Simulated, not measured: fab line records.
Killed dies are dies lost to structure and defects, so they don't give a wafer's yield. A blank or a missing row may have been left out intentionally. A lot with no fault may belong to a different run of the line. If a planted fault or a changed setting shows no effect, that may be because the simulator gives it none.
Which of the tools did it? / flow n5_finfet / 72 wafers from 24 lots sampled at 5 of the route's 1938 steps

## WHAT THE GAUGES READ, wafer by wafer
N5_BEOL_M8_CD_MEAS_28: target cd 40 nm.
lot=L074; measured=day 9 06:50; on=cd_sem-01; cd_nm (nm)=39.67 39.65 40.12
lot=L075; measured=day 9 14:46; on=cd_sem-03; cd_nm (nm)=39.87 39.56 40.39
lot=L076; measured=day 10 08:01; on=cd_sem-01; cd_nm (nm)=39.99 40.19 39.96
lot=L077; measured=day 10 16:18; on=cd_sem-02; cd_nm (nm)=39.91 39.91 39.86
lot=L080; measured=day 10 20:08; on=cd_sem-02; cd_nm (nm)=40.22 39.58 40.14
lot=L078; measured=day 10 23:38; on=cd_sem-01; cd_nm (nm)=40.15 40.14 39.99
lot=L079; measured=day 11 00:35; on=cd_sem-03; cd_nm (nm)=39.67 39.68 40.17
lot=L081; measured=day 11 08:16; on=cd_sem-03; cd_nm (nm)=39.75 39.75 39.46
lot=L083; measured=day 11 12:51; on=cd_sem-02; cd_nm (nm)=40.27 40.20 39.89
lot=L082; measured=day 11 15:07; on=cd_sem-02; cd_nm (nm)=40.08 40.26 39.54
lot=L084; measured=day 12 00:55; on=cd_sem-03; cd_nm (nm)=40.21 39.95 39.97
lot=L085; measured=day 12 02:08; on=cd_sem-03; cd_nm (nm)=40.00 40.10 39.73
lot=L086; measured=day 12 18:43; on=cd_sem-01; cd_nm (nm)=40.39 40.25 39.90
lot=L087; measured=day 12 20:35; on=cd_sem-03; cd_nm (nm)=39.94 40.11 39.52
lot=L089; measured=day 13 02:31; on=cd_sem-01; cd_nm (nm)=40.05 40.35 39.86
lot=L088; measured=day 13 02:40; on=cd_sem-01; cd_nm (nm)=39.90 39.89 40.14
lot=L091; measured=day 13 05:34; on=cd_sem-03; cd_nm (nm)=39.90 39.86 39.93
lot=L090; measured=day 13 11:32; on=cd_sem-03; cd_nm (nm)=40.30 40.23 40.27
lot=L092; measured=day 13 20:26; on=cd_sem-01; cd_nm (nm)=39.97 39.68 39.77
lot=L093; measured=day 14 08:10; on=cd_sem-01; cd_nm (nm)=40.19 40.06 40.31
lot=L095; measured=day 14 18:50; on=cd_sem-01; cd_nm (nm)=39.95 40.19 40.06
lot=L094; measured=day 15 08:44; on=cd_sem-03; cd_nm (nm)=40.03 39.73 40.28
lot=L096; measured=day 15 17:16; on=cd_sem-02; cd_nm (nm)=40.14 39.94 39.72
lot=L097; measured=day 15 18:50; on=cd_sem-03; cd_nm (nm)=40.13 39.59 40.05

N5_BEOL_M9_OCD_MEAS_38.
lot=L074; measured=day 9 15:16; on=ocd-02; trench_depth_nm (nm)=147.9 145.3 146.8
lot=L075; measured=day 10 00:47; on=ocd-02; trench_depth_nm (nm)=150.6 152.2 151.2
lot=L076; measured=day 10 16:43; on=ocd-01; trench_depth_nm (nm)=148.0 151.0 151.1
lot=L077; measured=day 11 00:09; on=ocd-01; trench_depth_nm (nm)=156.1 148.4 150.5
lot=L080; measured=day 11 02:59; on=ocd-02; trench_depth_nm (nm)=151.9 149.3 150.3
lot=L078; measured=day 11 07:44; on=ocd-01; trench_depth_nm (nm)=153.2 151.7 152.5
lot=L079; measured=day 11 09:01; on=ocd-02; trench_depth_nm (nm)=154.0 148.5 153.8
lot=L081; measured=day 11 16:37; on=ocd-02; trench_depth_nm (nm)=153.3 151.9 151.1
lot=L083; measured=day 11 21:32; on=ocd-01; trench_depth_nm (nm)=156.7 149.5 151.8
lot=L082; measured=day 12 01:31; on=ocd-01; trench_depth_nm (nm)=152.2 150.8 150.2
lot=L084; measured=day 12 10:45; on=ocd-01; trench_depth_nm (nm)=150.2 153.6 150.0
lot=L085; measured=day 12 10:47; on=ocd-02; trench_depth_nm (nm)=151.9 157.6 153.5
lot=L086; measured=day 13 03:07; on=ocd-02; trench_depth_nm (nm)=146.9 149.4 153.6
lot=L087; measured=day 13 06:04; on=ocd-01; trench_depth_nm (nm)=145.6 149.3 150.8
lot=L089; measured=day 13 09:09; on=ocd-01; trench_depth_nm (nm)=155.9 149.8 148.9
lot=L088; measured=day 13 12:01; on=ocd-01; trench_depth_nm (nm)=153.7 149.9 152.8
lot=L091; measured=day 13 13:16; on=ocd-02; trench_depth_nm (nm)=152.8 153.2 153.2
lot=L090; measured=day 13 20:43; on=ocd-01; trench_depth_nm (nm)=152.3 153.5 153.3
lot=L092; measured=day 14 06:44; on=ocd-01; trench_depth_nm (nm)=152.7 153.1 153.6
lot=L093; measured=day 14 15:43; on=ocd-02; trench_depth_nm (nm)=147.0 145.6 146.9
lot=L095; measured=day 15 04:03; on=ocd-01; trench_depth_nm (nm)=150.4 152.0 150.9
lot=L094; measured=day 15 23:34; on=ocd-02; trench_depth_nm (nm)=146.6 147.4 150.0
lot=L096; measured=day 15 23:32; on=ocd-01; trench_depth_nm (nm)=149.0 155.9 152.5
lot=L097; measured=day 16 01:58; on=ocd-02; trench_depth_nm (nm)=149.5 147.7 152.6

N5_BEOL_M10_INSPECT_13: inspects for defects (brightfield).
lot=L074; measured=day 9 20:09; on=defect_inspect-02; raw_defect_count=462 424 378
lot=L075; measured=day 10 06:31; on=defect_inspect-01; raw_defect_count=431 388 368
lot=L076; measured=day 10 21:27; on=defect_inspect-02; raw_defect_count=392 598 432
lot=L077; measured=day 11 04:00; on=defect_inspect-02; raw_defect_count=365 358 409
lot=L080; measured=day 11 09:10; on=defect_inspect-02; raw_defect_count=383 413 521
lot=L078; measured=day 11 13:59; on=defect_inspect-02; raw_defect_count=576 466 642
lot=L079; measured=day 11 14:31; on=defect_inspect-02; raw_defect_count=317 687 578
lot=L081; measured=day 11 22:32; on=defect_inspect-02; raw_defect_count=549 343 432
lot=L083; measured=day 12 02:05; on=defect_inspect-02; raw_defect_count=461 396 445
lot=L082; measured=day 12 07:37; on=defect_inspect-02; raw_defect_count=348 464 440
lot=L084; measured=day 12 15:35; on=defect_inspect-01; raw_defect_count=330 317 352
lot=L085; measured=day 12 16:00; on=defect_inspect-01; raw_defect_count=505 277 394
lot=L086; measured=day 13 06:59; on=defect_inspect-01; raw_defect_count=430 423 476
lot=L087; measured=day 13 11:01; on=defect_inspect-01; raw_defect_count=495 439 386
lot=L089; measured=day 13 14:46; on=defect_inspect-02; raw_defect_count=360 385 473
lot=L088; measured=day 13 16:56; on=defect_inspect-02; raw_defect_count=421 432 453
lot=L091; measured=day 13 18:37; on=defect_inspect-02; raw_defect_count=499 386 402
lot=L090; measured=day 14 02:39; on=defect_inspect-01; raw_defect_count=403 421 317
lot=L092; measured=day 14 12:48; on=defect_inspect-01; raw_defect_count=344 352 236
lot=L093; measured=day 14 20:30; on=defect_inspect-01; raw_defect_count=540 410 488
lot=L095; measured=day 15 15:41; on=defect_inspect-01; raw_defect_count=221 320 347
lot=L094; measured=day 16 06:53; on=defect_inspect-02; raw_defect_count=313 449 381
lot=L096; measured=day 16 06:28; on=defect_inspect-01; raw_defect_count=317 495 418
lot=L097; measured=day 16 10:46; on=defect_inspect-02; raw_defect_count=471 423 420

## WHAT TOOL EACH LOT RAN ON (gives the tool, then ch and the chambers of the sampled wafers, and finally the start)
lot=L074; N5_BEOL_M8_ETCH_41=rie_diel-01 ch 0,3, day 9 10:40 or earlier; N5_BEOL_M8_CMP_52=cmp-03 ch 1,3, day 9 10:40
lot=L075; N5_BEOL_M8_ETCH_41=rie_diel-01 ch 0,1,2, day 9 19:26 or earlier; N5_BEOL_M8_CMP_52=cmp-03 ch 1,3, day 9 19:26
lot=L076; N5_BEOL_M8_ETCH_41=rie_diel-06 ch 0,2,3, day 10 11:14 or earlier; N5_BEOL_M8_CMP_52=cmp-02 ch 0,1,2, day 10 11:14
lot=L077; N5_BEOL_M8_ETCH_41=rie_diel-01 ch 0,1,3, day 10 19:03 or earlier; N5_BEOL_M8_CMP_52=cmp-02 ch 0,1,3, day 10 19:03
lot=L080; N5_BEOL_M8_ETCH_41=rie_diel-06 ch 1,2,3, day 10 22:43 or earlier; N5_BEOL_M8_CMP_52=cmp-04 ch 1,2,3, day 10 22:43
lot=L078; N5_BEOL_M8_ETCH_41=rie_diel-06 ch 1,3, day 11 02:29 or earlier; N5_BEOL_M8_CMP_52=cmp-02 ch 1,2,3, day 11 02:29
lot=L079; N5_BEOL_M8_ETCH_41=rie_diel-05 ch 0,2, day 11 03:50 or earlier; N5_BEOL_M8_CMP_52=cmp-04 ch 0,1,2, day 11 03:50
lot=L081; N5_BEOL_M8_ETCH_41=rie_diel-01 ch 1,3, day 11 10:41 or earlier; N5_BEOL_M8_CMP_52=cmp-02 ch 0,1,2, day 11 10:41
lot=L083; N5_BEOL_M8_ETCH_41=rie_diel-06 ch 0,2,3, day 11 15:28 or earlier; N5_BEOL_M8_CMP_52=cmp-04 ch 0,2,3, day 11 15:28
lot=L082; N5_BEOL_M8_ETCH_41=rie_diel-05 ch 1,2, day 11 17:20 or earlier; N5_BEOL_M8_CMP_52=cmp-02 ch 0,3, day 11 17:20
lot=L084; N5_BEOL_M8_ETCH_41=rie_diel-01 ch 0,2, day 12 03:58 or earlier; N5_BEOL_M8_CMP_52=cmp-03 ch 0,3, day 12 03:58
lot=L085; N5_BEOL_M8_ETCH_41=rie_diel-01 ch 0,1, day 12 05:29 or earlier; N5_BEOL_M8_CMP_52=cmp-02 ch 1,2,3, day 12 05:29
lot=L086; N5_BEOL_M8_ETCH_41=rie_diel-05 ch 0,3, day 12 21:22 or earlier; N5_BEOL_M8_CMP_52=cmp-04 ch 2,3, day 12 21:22
lot=L087; N5_BEOL_M8_ETCH_41=rie_diel-06 ch 0,2,3, day 13 00:13 or earlier; N5_BEOL_M8_CMP_52=cmp-02 ch 0,2, day 13 00:13
lot=L089; N5_BEOL_M8_ETCH_41=rie_diel-06 ch 1,3, day 13 04:46 or earlier; N5_BEOL_M8_CMP_52=cmp-04 ch 0,3, day 13 04:46
lot=L088; N5_BEOL_M8_ETCH_41=rie_diel-06 ch 0,3, day 13 07:07 or earlier; N5_BEOL_M8_CMP_52=cmp-04 ch 0,1,3, day 13 07:07
lot=L091; N5_BEOL_M8_ETCH_41=rie_diel-06 ch 0,1,3, day 13 09:29 or earlier; N5_BEOL_M8_CMP_52=cmp-04 ch 0,1,3, day 13 09:29
lot=L090; N5_BEOL_M8_ETCH_41=rie_diel-06 ch 1,3, day 13 14:44 or earlier; N5_BEOL_M8_CMP_52=cmp-02 ch 1,3, day 13 14:44
lot=L092; N5_BEOL_M8_ETCH_41=rie_diel-06 ch 0,1,3, day 13 23:31 or earlier; N5_BEOL_M8_CMP_52=cmp-04 ch 0,2,3, day 13 23:31
lot=L093; N5_BEOL_M8_ETCH_41=rie_diel-05 ch 0,1,3, day 14 10:52 or earlier; N5_BEOL_M8_CMP_52=cmp-02 ch 0,2,3, day 14 10:52
lot=L095; N5_BEOL_M8_ETCH_41=rie_diel-01 ch 0,2, day 14 21:29 or earlier; N5_BEOL_M8_CMP_52=cmp-03 ch 2,3, day 14 21:29
lot=L094; N5_BEOL_M8_ETCH_41=rie_diel-01 ch 0,1, day 15 18:06 or earlier; N5_BEOL_M8_CMP_52=cmp-02 ch 2,3, day 15 18:06
lot=L096; N5_BEOL_M8_ETCH_41=rie_diel-06 ch 1,2, day 15 20:00 or earlier; N5_BEOL_M8_CMP_52=cmp-04 ch 0,2,3, day 15 20:00
lot=L097; N5_BEOL_M8_ETCH_41=rie_diel-05 ch 0,2, day 15 21:25 or earlier; N5_BEOL_M8_CMP_52=cmp-04 ch 0,2, day 15 21:25
- N5_BEOL_M8_ETCH_41: etches SiCN in CH3F/O2, target depth 31.9 nm, time 57.8 s.
- N5_BEOL_M8_CMP_52: polishes, stops on SiCOH lowk, t overpolish 6.9 s, target thk 80 nm.

## WHAT THE TOOLS THEMSELVES READ (means of the sampled wafers that have a number; where no wafer has one, the mark that the record gives instead)
N5_BEOL_M8_ETCH_41.
lot=L074; tool=rie_diel-01; CH3F_flow_sccm (sccm)=29.96; O2_flow_sccm (sccm)=19.92; drypump_motor_current_A (A)=5.4; oes_product_au (a.u.)=0.76; rf_vpp_V (V)=297.2; showerhead_plenum_p_Torr (Torr)=2.01; throttle_valve_pct (%)=16.20
lot=L075; tool=rie_diel-01; CH3F_flow_sccm (sccm)=29.96; O2_flow_sccm (sccm)=19.98; drypump_motor_current_A (A)=6.0; oes_product_au (a.u.)=0.72; rf_vpp_V (V)=296.6; showerhead_plenum_p_Torr (Torr)=2.01; throttle_valve_pct (%)=16.35
lot=L076; tool=rie_diel-06; CH3F_flow_sccm (sccm)=29.95; O2_flow_sccm (sccm)=19.92; drypump_motor_current_A (A)=5.8; oes_product_au (a.u.)=0.74; rf_vpp_V (V)=297.8; showerhead_plenum_p_Torr (Torr)=2.01; throttle_valve_pct (%)=16.38
lot=L077; tool=rie_diel-01; CH3F_flow_sccm (sccm)=30.03; O2_flow_sccm (sccm)=19.99; drypump_motor_current_A (A)=5.6; oes_product_au (a.u.)=0.72; rf_vpp_V (V)=297.0; showerhead_plenum_p_Torr (Torr)=1.99; throttle_valve_pct (%)=16.37
lot=L080; tool=rie_diel-06; CH3F_flow_sccm (sccm)=30.13; O2_flow_sccm (sccm)=19.99; drypump_motor_current_A (A)=5.7; oes_product_au (a.u.)=0.80; rf_vpp_V (V)=297.7; showerhead_plenum_p_Torr (Torr)=1.98; throttle_valve_pct (%)=16.33
lot=L078; tool=rie_diel-06; CH3F_flow_sccm (sccm)=30.05; O2_flow_sccm (sccm)=19.93; drypump_motor_current_A (A)=5.7; oes_product_au (a.u.)=0.89; rf_vpp_V (V)=297.3; showerhead_plenum_p_Torr (Torr)=2.01; throttle_valve_pct (%)=16.27
lot=L079; tool=rie_diel-05; CH3F_flow_sccm (sccm)=29.98; O2_flow_sccm (sccm)=20.01; drypump_motor_current_A (A)=5.4; oes_product_au (a.u.)=0.88; rf_vpp_V (V)=298.1; showerhead_plenum_p_Torr (Torr)=2.04; throttle_valve_pct (%)=16.19
lot=L081; tool=rie_diel-01; CH3F_flow_sccm (sccm)=29.96; O2_flow_sccm (sccm)=20.05; drypump_motor_current_A (A)=5.6; oes_product_au (a.u.)=0.69; rf_vpp_V (V)=296.3; showerhead_plenum_p_Torr (Torr)=1.97; throttle_valve_pct (%)=16.48
lot=L083; tool=rie_diel-06; CH3F_flow_sccm (sccm)=30.02; O2_flow_sccm (sccm)=19.99; drypump_motor_current_A (A)=5.8; oes_product_au (a.u.)=0.73; rf_vpp_V (V)=297.2; showerhead_plenum_p_Torr (Torr)=2.01; throttle_valve_pct (%)=16.40
lot=L082; tool=rie_diel-05; CH3F_flow_sccm (sccm)=30.02; O2_flow_sccm (sccm)=19.89; drypump_motor_current_A (A)=5.8; oes_product_au (a.u.)=0.93; rf_vpp_V (V)=299.4; showerhead_plenum_p_Torr (Torr)=2.14; throttle_valve_pct (%)=16.13
lot=L084; tool=rie_diel-01; CH3F_flow_sccm (sccm)=29.97; O2_flow_sccm (sccm)=20.04; drypump_motor_current_A (A)=5.8; oes_product_au (a.u.)=0.83; rf_vpp_V (V)=297.5; showerhead_plenum_p_Torr (Torr)=2.02; throttle_valve_pct (%)=16.09
lot=L085; tool=rie_diel-01; CH3F_flow_sccm (sccm)=30.07; O2_flow_sccm (sccm)=20.01; drypump_motor_current_A (A)=5.7; oes_product_au (a.u.)=0.73; rf_vpp_V (V)=296.4; showerhead_plenum_p_Torr (Torr)=2.00; throttle_valve_pct (%)=16.29
lot=L086; tool=rie_diel-05; CH3F_flow_sccm (sccm)=30.03; O2_flow_sccm (sccm)=19.95; drypump_motor_current_A (A)=5.2; oes_product_au (a.u.)=0.72; rf_vpp_V (V)=294.9; showerhead_plenum_p_Torr (Torr)=1.88; throttle_valve_pct (%)=16.60
lot=L087; tool=rie_diel-06; CH3F_flow_sccm (sccm)=29.92; O2_flow_sccm (sccm)=20.02; drypump_motor_current_A (A)=5.8; oes_product_au (a.u.)=0.72; rf_vpp_V (V)=297.8; showerhead_plenum_p_Torr (Torr)=2.01; throttle_valve_pct (%)=16.42
lot=L089; tool=rie_diel-06; CH3F_flow_sccm (sccm)=30.05; O2_flow_sccm (sccm)=20.02; drypump_motor_current_A (A)=5.7; oes_product_au (a.u.)=0.85; rf_vpp_V (V)=297.2; showerhead_plenum_p_Torr (Torr)=2.01; throttle_valve_pct (%)=16.31
lot=L088; tool=rie_diel-06; CH3F_flow_sccm (sccm)=29.99; O2_flow_sccm (sccm)=20.01; drypump_motor_current_A (A)=5.9; oes_product_au (a.u.)=0.73; rf_vpp_V (V)=297.6; showerhead_plenum_p_Torr (Torr)=2.07; throttle_valve_pct (%)=16.43
lot=L091; tool=rie_diel-06; CH3F_flow_sccm (sccm)=30.07; O2_flow_sccm (sccm)=19.99; drypump_motor_current_A (A)=5.8; oes_product_au (a.u.)=0.79; rf_vpp_V (V)=297.8; showerhead_plenum_p_Torr (Torr)=2.04; throttle_valve_pct (%)=16.36
lot=L090; tool=rie_diel-06; CH3F_flow_sccm (sccm)=29.97; O2_flow_sccm (sccm)=20.03; drypump_motor_current_A (A)=5.7; oes_product_au (a.u.)=0.80; rf_vpp_V (V)=297.1; showerhead_plenum_p_Torr (Torr)=2.04; throttle_valve_pct (%)=16.38
lot=L092; tool=rie_diel-06; CH3F_flow_sccm (sccm)=29.98; O2_flow_sccm (sccm)=20.04; drypump_motor_current_A (A)=5.8; oes_product_au (a.u.)=0.78; rf_vpp_V (V)=298.0; showerhead_plenum_p_Torr (Torr)=2.04; throttle_valve_pct (%)=16.39
lot=L093; tool=rie_diel-05; CH3F_flow_sccm (sccm)=29.99; O2_flow_sccm (sccm)=19.99; drypump_motor_current_A (A)=5.7; oes_product_au (a.u.)=0.86; rf_vpp_V (V)=296.5; showerhead_plenum_p_Torr (Torr)=1.98; throttle_valve_pct (%)=16.37
lot=L095; tool=rie_diel-01; CH3F_flow_sccm (sccm)=29.96; O2_flow_sccm (sccm)=19.98; drypump_motor_current_A (A)=5.8; oes_product_au (a.u.)=0.78; rf_vpp_V (V)=297.7; showerhead_plenum_p_Torr (Torr)=2.01; throttle_valve_pct (%)=16.11
lot=L094; tool=rie_diel-01; CH3F_flow_sccm (sccm)=30.03; O2_flow_sccm (sccm)=19.94; drypump_motor_current_A (A)=5.7; oes_product_au (a.u.)=0.80; rf_vpp_V (V)=296.6; showerhead_plenum_p_Torr (Torr)=1.99; throttle_valve_pct (%)=16.21
lot=L096; tool=rie_diel-06; CH3F_flow_sccm (sccm)=30.06; O2_flow_sccm (sccm)=19.97; drypump_motor_current_A (A)=5.7; oes_product_au (a.u.)=0.88; rf_vpp_V (V)=298.0; showerhead_plenum_p_Torr (Torr)=2.01; throttle_valve_pct (%)=16.15
lot=L097; tool=rie_diel-05; CH3F_flow_sccm (sccm)=30.05; O2_flow_sccm (sccm)=19.97; drypump_motor_current_A (A)=5.3; oes_product_au (a.u.)=0.76; rf_vpp_V (V)=295.1; showerhead_plenum_p_Torr (Torr)=1.92; throttle_valve_pct (%)=16.48

N5_BEOL_M8_CMP_52.
lot=L074; tool=cmp-03; barrier_field_endpoint_s (s)=28.5; motor_current_A (A)=6.0; overpolish_run_s (s)=6.911; time_to_endpoint_s (s)=59
lot=L075; tool=cmp-03; barrier_field_endpoint_s (s)=28.8; motor_current_A (A)=6.3; overpolish_run_s (s)=6.897; time_to_endpoint_s (s)=63
lot=L076; tool=cmp-02; barrier_field_endpoint_s (s)=28.3; motor_current_A (A)=6.7; overpolish_run_s (s)=6.895; time_to_endpoint_s (s)=63
lot=L077; tool=cmp-02; barrier_field_endpoint_s (s)=29.5; motor_current_A (A)=6.3; overpolish_run_s (s)=6.913; time_to_endpoint_s (s)=64
lot=L080; tool=cmp-04; barrier_field_endpoint_s (s)=29.1; motor_current_A (A)=6.2; overpolish_run_s (s)=6.901; time_to_endpoint_s (s)=68
lot=L078; tool=cmp-02; barrier_field_endpoint_s (s)=28.9; motor_current_A (A)=6.2; overpolish_run_s (s)=6.897; time_to_endpoint_s (s)=63
lot=L079; tool=cmp-04; barrier_field_endpoint_s (s)=29.8; motor_current_A (A)=6.2; overpolish_run_s (s)=6.901; time_to_endpoint_s (s)=67
lot=L081; tool=cmp-02; barrier_field_endpoint_s (s)=29.2; motor_current_A (A)=6.7; overpolish_run_s (s)=6.903; time_to_endpoint_s (s)=65
lot=L083; tool=cmp-04; barrier_field_endpoint_s (s)=30.0; motor_current_A (A)=5.4; overpolish_run_s (s)=6.902; time_to_endpoint_s (s)=66
lot=L082; tool=cmp-02; barrier_field_endpoint_s (s)=29.2; motor_current_A (A)=6.9; overpolish_run_s (s)=6.903; time_to_endpoint_s (s)=66
lot=L084; tool=cmp-03; barrier_field_endpoint_s (s)=28.6; motor_current_A (A)=6.2; overpolish_run_s (s)=6.901; time_to_endpoint_s (s)=62
lot=L085; tool=cmp-02; barrier_field_endpoint_s (s)=28.9; motor_current_A (A)=6.4; overpolish_run_s (s)=6.892; time_to_endpoint_s (s)=68
lot=L086; tool=cmp-04; barrier_field_endpoint_s (s)=28.9; motor_current_A (A)=6.2; overpolish_run_s (s)=6.896; time_to_endpoint_s (s)=66
lot=L087; tool=cmp-02; barrier_field_endpoint_s (s)=29.4; motor_current_A (A)=7.0; overpolish_run_s (s)=6.905; time_to_endpoint_s (s)=64
lot=L089; tool=cmp-04; barrier_field_endpoint_s (s)=29.5; motor_current_A (A)=4.9; overpolish_run_s (s)=6.901; time_to_endpoint_s (s)=67
lot=L088; tool=cmp-04; barrier_field_endpoint_s (s)=29.3; motor_current_A (A)=5.6; overpolish_run_s (s)=6.898; time_to_endpoint_s (s)=63
lot=L091; tool=cmp-04; barrier_field_endpoint_s (s)=29.7; motor_current_A (A)=5.7; overpolish_run_s (s)=6.904; time_to_endpoint_s (s)=64
lot=L090; tool=cmp-02; barrier_field_endpoint_s (s)=28.8; motor_current_A (A)=6.0; overpolish_run_s (s)=6.902; time_to_endpoint_s (s)=63
lot=L092; tool=cmp-04; barrier_field_endpoint_s (s)=28.7; motor_current_A (A)=5.6; overpolish_run_s (s)=6.900; time_to_endpoint_s (s)=66
lot=L093; tool=cmp-02; barrier_field_endpoint_s (s)=28.5; motor_current_A (A)=6.4; overpolish_run_s (s)=6.897; time_to_endpoint_s (s)=60
lot=L095; tool=cmp-03; barrier_field_endpoint_s (s)=28.4; motor_current_A (A)=6.0; overpolish_run_s (s)=6.899; time_to_endpoint_s (s)=62
lot=L094; tool=cmp-02; barrier_field_endpoint_s (s)=28.3; motor_current_A (A)=6.7; overpolish_run_s (s)=6.897; time_to_endpoint_s (s)=60
lot=L096; tool=cmp-04; barrier_field_endpoint_s (s)=29.2; motor_current_A (A)=5.5; overpolish_run_s (s)=6.911; time_to_endpoint_s (s)=63
lot=L097; tool=cmp-04; barrier_field_endpoint_s (s)=29.3; motor_current_A (A)=5.4; overpolish_run_s (s)=6.911; time_to_endpoint_s (s)=64

## THE ANSWER, worked out from the rows above alone
Rule: what is usual is taken from the lots themselves. The widest of any qualifying gaps counts: lots, ordered by their means at a reading, are off when they make up no more than a third of the lots, leave a main group of 4 or more, and stand apart from it by 3 or more times the standard deviation of that group's means. Not used: any main group whose means are identical at the precision the tables above print for the reading. Also off: a lot with no number at a reading for which 4 or more lots have one. The other lots that the step has rows for count as sound. Order of review: gauges by route order, followed by the tools' own readings, for which a lot's mean as printed above is used. At the first step where some lot is off, the reading lying furthest off is the one used; lots without a number count as furthest.
No lot is off on any of the readings shown, so nothing can be concluded from this.

## WHAT WAS PUT IN BY THE SIMULATOR
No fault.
